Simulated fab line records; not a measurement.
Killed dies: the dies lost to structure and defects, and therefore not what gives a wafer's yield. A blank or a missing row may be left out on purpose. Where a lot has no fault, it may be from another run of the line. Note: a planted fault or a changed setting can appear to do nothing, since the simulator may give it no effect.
Matching of chambers ; flow nandHarc ; NHARC_THIN_TSV_DEP_43 on pecvd-03 has 3 sister chambers
The step deposits SiO2, target thk 1328.5 nm. 14 wafers are shown with their chamber, then 7 later ones without.

## EACH WAFER AND ITS CHAMBER
wafer;chamber;throttleValvePct (%)
L368.1;0;16.0
L368.2;1;15.3
L368.6;0;15.7
L369.2;1;15.6
L369.3;0;15.7
L369.4;1;15.2
L371.2;0;15.9
L371.4;2;14.9
L371.6;1;15.6
L370.1;0;16.3
L370.2;2;15.1
L370.5;0;16.1
L379.3;0;16.1
L379.5;2;14.7

SIGNATURES (averages over the wafers above)
reading;chamber 0;chamber 1;chamber 2;scatter within a chamber
throttleValvePct;15.971;15.425;14.900;0.214
Rule: distance of a wafer from a chamber = root of the sum over the readings of ((wafer's reading minus chamber's mean) / reading's scatter) squared. The wafer belongs to the nearest chamber; if the next one is less than 2 further off, it can't be placed. The scatter is the square root of a quotient: the sum, over the shown wafers, of each reading's squared deviation from its chamber's mean, divided by wafers minus chambers.

## WAFERS WITHOUT THEIR CHAMBER
wafer;throttleValvePct (%)
L379.6;15.4
L382.4;15.9
L382.5;16.4
L382.6;15.2
L391.2;14.5
L391.4;15.1
L391.5;16.4

## CHAMBER TAKEN BY EACH
wafer;from the rows above;in truth
L379.6;1;1
L382.4;can't be placed: 0 or 1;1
L382.5;0;0
L382.6;can't be placed: 1 or 2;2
L391.2;2;2
L391.4;can't be placed: 2 or 1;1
L391.5;0;0
Correctly placed: 4 of 7. Cannot be placed on the basis of these rows: 3; the candidates contain the true chamber in 3. Number placed wrongly: 0.
